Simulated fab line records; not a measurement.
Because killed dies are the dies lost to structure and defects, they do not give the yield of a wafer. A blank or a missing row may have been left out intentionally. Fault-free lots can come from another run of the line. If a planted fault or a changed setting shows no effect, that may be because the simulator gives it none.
Matching of chambers	flow n5-finfet	4 sister chambers for N5_BEOL_M5_ETCH_72 on rie-diel-06
The step etches underlayer in N2/H2, target depth 6.5 nm, time 5.2 s. 4 wafers are shown with their chamber, then 8 later ones without.

## WAFERS, EACH WITH ITS CHAMBER
wafer	chamber	showerhead-plenum-p-Torr (Torr)
L079.4	3	2.44
L087.5	0	2.64
L087.6	1	2.55
L092.1	2	2.46

## WAFERS WITH NO CHAMBER GIVEN
wafer	showerhead-plenum-p-Torr (Torr)
L092.4	2.54
L092.6	2.46
L095.1	2.63
L095.5	2.43
L095.6	2.46
L096.1	2.54
L096.2	2.63
L096.4	2.43

## CHAMBER TAKEN BY EACH
wafer	from the rows above	in truth
L092.4	1	1
L092.6	2	2
L095.1	0	0
L095.5	3	3
L095.6	2	2
L096.1	1	1
L096.2	0	0
L096.4	3	3
Correctly placed: 8 of 8. Number that these rows cannot place: 0. Placed wrongly: 0.
How it was worked out, from the rows above alone: a wafer's distance from a chamber is the root of the sum, over the readings, of the square of ((its reading less the chamber's mean) divided by the reading's scatter). The wafer belongs to the nearest chamber; if the next one is less than 2 further off, it can't be placed. The mean given for a chamber averages the wafers shown for that chamber. The scatter: with one shown wafer a chamber, the root of the mean of the squares of how far each hidden wafer lies from its nearest shown one.
